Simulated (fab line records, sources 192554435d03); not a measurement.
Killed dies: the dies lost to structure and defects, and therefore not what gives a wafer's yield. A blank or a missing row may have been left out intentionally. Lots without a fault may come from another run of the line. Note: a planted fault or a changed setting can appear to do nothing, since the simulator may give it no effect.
Comparing a struck lot with a sound one | flow n5-finfet | 17 out of 1938 route steps
Sound: these wafers, L696.2, L696.4, L696.6. Struck: wafer L702.6. (L702.3 of the same lot was not struck and is left out.) The cause comes at the end.
At each step with rows: each side's tool, then ch and its chambers, then its first start. Under that, the readings that differ: sound wafers | struck wafers | difference of the means | sigmas: that difference in standard deviations of wafers without a fault.
alike: words and numbers the same on both sides, and readings whose means are apart by under 2 such deviations; not compared: readings that were withheld, readings missing a value for some wafer, numbers with overlapping values and no deviation given by the record, and bounds like >300 which may hide the same value.
Wherever a step has rows on one side only, a row that says differs or no value, or a row with sigmas, the two part there. When numbers do not overlap yet have no deviation, they are printed without sigmas and do not part them. Lack of a reading on every wafer of one side parts them only where that side has two or more wafers.

first, 5 steps without rows for these wafers: N5_SD_EPI_P_EBR_05; N5_SD_EPI_P_SOFTBAKE_04 (time 60 s); N5_SD_EPI_P_EXPOSE_06 (exposes mask SD P BLK, target cd 240 nm); N5_SD_EPI_P_PEB_07 (peb time 60 s); N5_SD_EPI_P_DEVELOP_08 (develop time 30 s).
N5_SD_EPI_P_CD_MEAS_09: target cd 240 nm.
  sound on cd-sem-03 ch 0, day 4 08:20; struck on cd-sem-01 ch 0, day 5 18:31
  alike: cd-nm
N5_SD_EPI_P_OVL_MEAS_10:
  sound on overlay-01 ch 0, day 4 08:22; struck on overlay-02 ch 0, day 5 18:33
  alike: SD_P_BLK_OVL
N5_SD_EPI_P_INSPECT_11: inspects for defects (macro).
  struck on defect-inspect-02, day 5 18:34; sound on defect-inspect-02, day 4 08:23
  alike: raw-defect-count
N5_SD_EPI_P_DESCUM_14: chemistry O2, time 7.9 s.
  sound on rie-diel-02 ch 0,1,3, day 4 08:25; struck on rie-diel-05 ch 0, day 5 18:40
  alike: drypump-motor-current-A, oes-product-au, rf-vpp-V, showerhead-plenum-p-Torr, temp-c, throttle-valve-pct
  not compared: rf-hours-counter-h
N5_SD_EPI_P_ETCH_36: etches SiARC in CF4, target depth 45.5 nm, time 75.8 s.
  sound on rie-diel-02 ch 0,1,3, day 4 08:28; struck on rie-diel-05 ch 0, day 5 18:43
  reading      | sound             | struck | difference | sigmas
  rf-vpp-V (V) | 183.7 183.6 180.5 | 185.9  | +3.3       | +3
  alike: bias-w, drypump-motor-current-A, etch-rf-on-time-s, oes-product-au, showerhead-plenum-p-Torr, throttle-valve-pct
  not compared: rf-hours-counter-h
N5_SD_EPI_P_ETCH_37: etches SOC in N2/H2, overetch 108 nm, time 486 s.
  sound on rie-diel-02 ch 0,1,3, day 4 08:31; struck on rie-diel-05 ch 0, day 5 18:46
  alike: bias-w, drypump-motor-current-A, oes-product-au, rf-vpp-V, showerhead-plenum-p-Torr, temp-c, throttle-valve-pct
  not compared: rf-hours-counter-h
then, 1 step without rows for these wafers: N5_SD_EPI_P_STRIP_38 (strips in N2/H2).
N5_SD_EPI_P_ETCHBACK_46: etches SiNx in CH3F/O2, stops on SiO2, target depth 17.5 nm.
  sound on rie-diel-02 ch 0,1,3, day 4 08:50; struck on rie-diel-05 ch 0, day 5 19:05
  reading                                     | sound        | struck | difference | sigmas
  model.SiARC_of_SD_EPI_P_COAT_35.thk-nm (nm) | 15.6 16 14.4 | 16.2   | +0.9       |
  alike: bias-w, drypump-motor-current-A, oes_ar_750_au, oes-product-au, rf-vpp-V, showerhead-plenum-p-Torr, throttle-valve-pct
  not compared: rf-hours-counter-h
N5_SD_EPI_P_ETCH_47: etches SiOCN in CH3F/O2, target depth 25 nm.
  sound on rie-diel-02 ch 0,1,3, day 4 08:56; struck on rie-diel-05 ch 0, day 5 19:11
  alike: bias-w, drypump-motor-current-A, oes_ar_750_au, oes-product-au, rf-vpp-V, showerhead-plenum-p-Torr, throttle-valve-pct
  not compared: rf-hours-counter-h
N5_SD_EPI_P_ETCH_16: etches SiO2 in CHF3/O2, target depth 5 nm.
  sound on rie-diel-02 ch 0,1,3, day 4 09:02; struck on rie-diel-05 ch 0, day 5 19:17
  reading                                     | sound        | struck | difference | sigmas
  model.SiARC_of_SD_EPI_P_COAT_35.thk-nm (nm) | 12 12.4 10.8 | 12.6   | +0.9       |
  alike: bias-w, drypump-motor-current-A, oes_ar_750_au, oes-product-au, rf-vpp-V, showerhead-plenum-p-Torr, throttle-valve-pct
  not compared: rf-hours-counter-h
then, 1 step without rows for these wafers: N5_SD_EPI_P_STRIP_50 (strips in CHF3/O2).
-- a jump in the record: the struck wafers' starts before and after are 5 days apart (it breaks off in module SD_EPI_P and resumes in module BEOL_M4, where the first step shown is number 1111 of the route) --
N5_BEOL_M4_RC_MEAS_101:
  sound on prober-01 ch 0, day 8 13:40; struck on prober-02 ch 0, day 10 11:10
  reading       | sound          | struck | difference | sigmas
  DIBL_P (mV/V) | 37.9 36.4 37.0 | 31.8   | -5.3       | -3
  alike: DIBL_N, IOFF_N, IOFF_P, ION_N, ION_P, SS_N, SS_P, VT_N, VT_P

WHERE THEY PART
First at N5_SD_EPI_P_ETCH_36; last, within this record, at N5_BEOL_M4_RC_MEAS_101.

WHY: whatever the simulator had introduced
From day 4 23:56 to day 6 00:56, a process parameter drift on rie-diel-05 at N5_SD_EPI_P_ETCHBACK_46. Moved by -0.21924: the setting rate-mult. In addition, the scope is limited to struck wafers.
